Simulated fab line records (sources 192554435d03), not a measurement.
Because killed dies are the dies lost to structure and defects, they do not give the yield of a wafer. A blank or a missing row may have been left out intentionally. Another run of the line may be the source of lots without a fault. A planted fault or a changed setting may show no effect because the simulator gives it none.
Problem report, 8D (eight disciplines) form, completed by code + flow n5 finfet + the parts of the form that need people (team, actions taken, sign-off) are left out

== 1. WHAT WENT WRONG ==
A mean of 48 s is read at N5_BEOL_M4_CMP_52 for time to endpoint s, taken on 1 wafer of 1 lot, against 62 s (standard deviation 3.1) on wafers free of any fault. That is -4.5 standard deviations from the usual mean.
The step: polishes, stops on SiOC, t overpolish 6.8 s, target thk 40 nm.
Earliest sighting: wafer L543.4 on cmp-02 at day 13 16:10. Wafers with a number at this step in the record: 29, from 10 lots. The rule behind "out" and "out of limits": a value lying over 4 standard deviations away from the usual mean. The rest of the wafers with a number are treated as sound.

== 2. WHAT THIS IS AND IS NOT ==
| question                    | is                 | is not                                                           |
|-----------------------------|--------------------|------------------------------------------------------------------|
| which readings at this step | time to endpoint s | clearing platen down force psi, motor current A, pad life wafers |
| which lots                  | L543               | L525, L527, L529, L533, L534, L536, L539, L540, L542             |
| which wafers of those lots  | L543.4             | L543.2                                                           |
| read on which tools         | cmp-02             | cmp-03, cmp-04                                                   |
| when                        | from day 13 16:10  | up to then (28 sound wafers)                                     |

== 3. WHAT RULES OUT EACH SUSPECT ==
Counting: a tool at a process step up to the reading stays a suspect if it ran every lot that is out. Sound lots after the first of them don't rule it out here, since some wafers of a struck lot are sound.
- ald metal-02 at N5_BEOL_M4_ALD_84 (deposits TaN, pulse time 2 s, purge time 3 s, co reactant purge time 2 s): kept. L543, the lot that is out, went through it at day 13 13:24; up to then, the latest sound lot through it was L539 at day 13 04:01.
- pvd sputter-01 at N5_BEOL_M4_SPUTTER_81 (material Cu, target thk 4.5 nm, time 8.29 s): kept. L543, the lot that is out, went through it at day 13 14:22; up to then, the latest sound lot through it was L529 at day 10 11:04.
- pvd sputter-01 at N5_BEOL_M4_SPUTTER_92 (material Cu, target thk 4.5 nm, time 8.29 s): kept. L543, the lot that is out, went through it at day 13 15:14; up to then, the latest sound lot through it was L529 at day 10 11:57.
- ecd cu-01 at N5_BEOL_M4_ECD_50 (material Cu, target thk 300 nm): kept. L543, the lot that is out, went through it at day 13 15:47; up to then, the latest sound lot through it was L542 at day 13 10:43.
- cmp-02 at N5_BEOL_M4_CMP_52 (polishes, stops on SiOC, t overpolish 6.8 s, target thk 40 nm): kept. L543, the lot that is out, went through it at day 13 16:10; up to then, the latest sound lot through it was L539 at day 13 08:16. Its own time to endpoint s readings are out on those wafers.
- Within ald metal-02 at N5_BEOL_M4_ALD_84: the wafers that are out ran in chamber 0; their sound lot-mates ran in chamber 1.
- Within cmp-02 at N5_BEOL_M4_CMP_52: the wafers that are out ran in chamber 1; their sound lot-mates ran in chamber 0.
Left after counting: ald metal-02 at N5_BEOL_M4_ALD_84, pvd sputter-01 at N5_BEOL_M4_SPUTTER_81, pvd sputter-01 at N5_BEOL_M4_SPUTTER_92, ecd cu-01 at N5_BEOL_M4_ECD_50, cmp-02 at N5_BEOL_M4_CMP_52.

== 4. THE CAUSE (what the simulator had put in) ==
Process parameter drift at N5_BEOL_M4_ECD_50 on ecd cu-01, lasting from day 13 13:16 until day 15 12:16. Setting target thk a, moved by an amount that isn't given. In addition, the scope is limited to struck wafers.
Counting left 5 suspects, and this tool is among them.

== 5. THE CHAIN OF EFFECTS, in route order ==
Each row: a reading where the mean over the struck wafers with a number is more than 3 standard deviations away from the usual. Only readings for which the record gives a usual standard deviation are gone through. hours: the time from each lot's start at the first step in this table that gives one to its start at this step, as a median over the lots. sigmas: the change in usual standard deviations.
| hours | step              | reading            | usual | on struck wafers | change | sigmas |
|-------|-------------------|--------------------|-------|------------------|--------|--------|
| 0     | N5_BEOL_M4_CMP_52 | time to endpoint s | 62 s  | 48               | -14    | -4.5   |
The process steps in it:
- N5_BEOL_M4_CMP_52: polishes, stops on SiOC, t overpolish 6.8 s, target thk 40 nm.
Later measuring or inspecting steps at which every struck wafer that the step has a row for has a number for every such reading, and none has moved that far: N5_BEOL_M4_RC_MEAS_101.

== 6. WHAT WOULD HAVE CAUGHT IT SOONER ==
In this record the first reading out of limits was taken at day 13 16:10, 3 hours after the fault began at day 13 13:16.
Each of the lots that are out, 1 in all, had begun N5_BEOL_M4_ECD_50 on ecd cu-01 no later than day 13 16:10. A hold on the tool at that time would have spared none of them.
